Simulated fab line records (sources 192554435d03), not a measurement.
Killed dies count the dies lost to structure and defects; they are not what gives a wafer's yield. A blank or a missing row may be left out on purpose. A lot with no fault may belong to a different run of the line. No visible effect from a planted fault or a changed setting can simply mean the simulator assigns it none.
A lot that was struck, set against a sound lot | flow n5-finfet | 38 steps out of a route of 1938
Sound: the wafers L234.1, L234.3, L234.5. Struck: wafers L225.4, L225.5 (left out: L225.3, a lot-mate that was not struck); the cause follows at the end.
For every step that has rows: the tool of each side, followed by ch and its chambers, followed by its first start. Under that, the readings that differ: sound wafers | struck wafers | difference of the means | sigmas: that difference in standard deviations of wafers without a fault.
alike: readings with means less than 2 such deviations apart, plus words and numbers identical on both sides. not compared: withheld readings, readings lacking a value on some wafer, bounds such as >300 that could conceal the same value, and numbers that have no deviation in the record and whose values overlap.
The two part at a step that has a row with sigmas, a row that says differs or no value, or rows on one side only. Numbers that have no deviation but don't overlap get no sigmas and don't part them. A reading missing from all wafers of one side parts the sides only when that side holds two or more wafers.

first, 9 steps without rows for these wafers: N5_BEOL_M4_ANNEAL_95 (time 240 s); N5_BEOL_M4_SPUTTER_96 (material Cu, target thk 4.5 nm, time 8.29 s); N5_BEOL_M4_ECD_50 (material Cu, target thk 300 nm); N5_BEOL_M4_ANNEAL_51 (time 90 s); N5_BEOL_M4_CMP_52 (polishes, stops on SiOC, t overpolish 6.8 s, target thk 40 nm); N5_BEOL_M4_PRE_CLEAN_60 (time 15 s); N5_BEOL_M4_CO_CAP_55 (material Co, precursor CCTBA/H2, target thk 2 nm, time 102.1 s); N5_BEOL_M4_PRE_CLEAN_56 (time 15 s); N5_BEOL_M4_DEP_57 (deposits SiCN from 3MS/NH3, target thk 8 nm, time 14 s).
N5_BEOL_M4_RC_MEAS_101:
  sound on prober-01 ch 0, day 14 03:51; struck on prober-01 ch 0, day 12 05:40
  alike: DIBL_N, DIBL_P, IOFF_N, IOFF_P, ION_N, ION_P, SS_N, SS_P, VT_N, VT_P
then, 24 steps without rows for these wafers: N5_BEOL_M5_ILD_DEP_00 (deposits SiCOH lowk from DEMS/porogen, target thk 140.64 nm, time 25.9 s); N5_BEOL_M5_CURE_79 (cures SiCOH lowk, time 240 s); N5_BEOL_M5_PECVD_70 (deposits SiO2 from TEOS/O2, target thk 16 nm, time 18 s); N5_BEOL_M5_HM_DEP_02 (deposits TiN, target thk 20 nm); N5_BEOL_M5_COAT_59 (time 60 s, resist thk 60 nm); N5_BEOL_M5_COAT_60 (time 60 s, resist thk 12 nm); N5_BEOL_M5_COAT_71 (time 60 s, resist thk 5 nm); N5_BEOL_M5_COAT_05 (resist thk 30 nm); N5_BEOL_M5_EBR_07; N5_BEOL_M5_SOFTBAKE_06 (time 60 s); N5_BEOL_M5_EXPOSE_08 (exposes mask M5, target cd 28 nm); N5_BEOL_M5_PEB_09 (peb time 60 s); N5_BEOL_M5_DEVELOP_10 (develop time 30 s); N5_BEOL_M5_DESCUM_16 (chemistry O2, time 7 s); N5_BEOL_M5_ETCH_72 (etches underlayer in N2/H2, target depth 6.5 nm, time 5.2 s); N5_BEOL_M5_ETCH_61 (etches SiARC in CF4, target depth 15.6 nm, time 26 s); N5_BEOL_M5_ETCH_62 (etches SOC in N2/H2, target depth 75 nm, overetch 15 nm, time 112.5 s); N5_BEOL_M5_STRIP_63 (strips in N2/H2); N5_BEOL_M5_STRIP_73 (strips in N2/H2); N5_BEOL_M5_STRIP_64 (strips in CF4); N5_BEOL_M5_HM_OPEN_17 (chemistry Cl2/BCl3, target TiN, target depth 20 nm, overetch 6 nm); N5_BEOL_M5_STRIP_19 (strips in O2); N5_BEOL_M5_COAT_65 (time 60 s, resist thk 60 nm); N5_BEOL_M5_COAT_66 (time 60 s, resist thk 12 nm).
-- record jumps: 2 days separate the struck wafers' starts on either side; left off in module BEOL_M5, taken up again in module BEOL_M9, whose first shown step is the route's number 1464 --
N5_BEOL_M9_CMP_52: polishes, stops on SiCOH lowk, t overpolish 7 s, target thk 140 nm.
  sound on cmp-04 ch 1,2,3, day 16 06:50; struck on cmp-03 ch 1,3, day 14 09:31
  reading                      | sound             | struck      | difference | sigmas
  barrier-field-endpoint-s (s) | 28.9 30.3 29.4    | 47.0 47.0   | +17.5      | +19
  overpolish-run-s (s)         | 7.003 7.002 7.002 | 0.035 0.040 | -6.965     | -99 or more
  time-to-endpoint-s (s)       | 69 71 64          | 86 86       | +18        | +4
  alike: clearing-platen-down-force-psi, motor-current-A
N5_BEOL_M9_THK_MEAS_53: measures by xrf.
  sound on film-metro-01 at day 16 07:07; struck on film-metro-02 at day 14 09:49
  reading     | sound       | struck  | difference | sigmas
  M9_THK (nm) | 142 145 140 | 273 261 | +125       | +28
N5_BEOL_M9_INSPECT_58: inspects for defects (darkfield).
  sound on defect-inspect-02 at day 16 07:17; struck on defect-inspect-01 at day 14 09:59
  reading          | sound     | struck    | difference | sigmas
  raw-defect-count | 93 51 100 | 4415 4190 | +4221      | +99 or more
-- the record jumps here: 2 days lie between the struck wafers' starts before and after (it left off in module BEOL_M9 and takes up again in module PASSIVATION, whose first step shown is number 1936 of the route) --
N5_PASSIVATION_PROBE_49:
  sound on prober-02 at day 18 16:31; struck on prober-02 at day 16 21:57
  reading                  | sound     | struck    | difference | sigmas
  defect-limited-yield (%) | 87.5 90.9 | 0 0       | -89        | -64
  killed_at_M0_to_M3       | 71 42     | 34 28     | -26        | -2
  killed_at_M4_up          | 18 17     | 1093 1114 | +1086      | +99 or more
  killed-at-contacts       | 35 20     | 8 13      | -17        | -3
  killed-dies              | 147 107   | 1180 1180 | +1053      | +66
  killed-on-rim            | 24 18     | 152 152   | +131       | +36
  sort-n-pass              | 1033 1073 | 0 0       | -1053      | -66
  sort-yield-pct (%)       | 87.5 90.9 | 0 0       | -89        | -64
  alike: killed-at-front-end, killed-at-other, killed-open, killed-short, sort_bin_5_function, sort_bin_6_memory

WHERE THEY PART
At N5_BEOL_M9_CMP_52 first; at N5_PASSIVATION_PROBE_49 last (within this record only).

WHY: what the simulator had put in
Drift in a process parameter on cmp-03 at N5_BEOL_M9_CMP_52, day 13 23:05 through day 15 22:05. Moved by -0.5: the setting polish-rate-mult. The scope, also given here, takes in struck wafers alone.
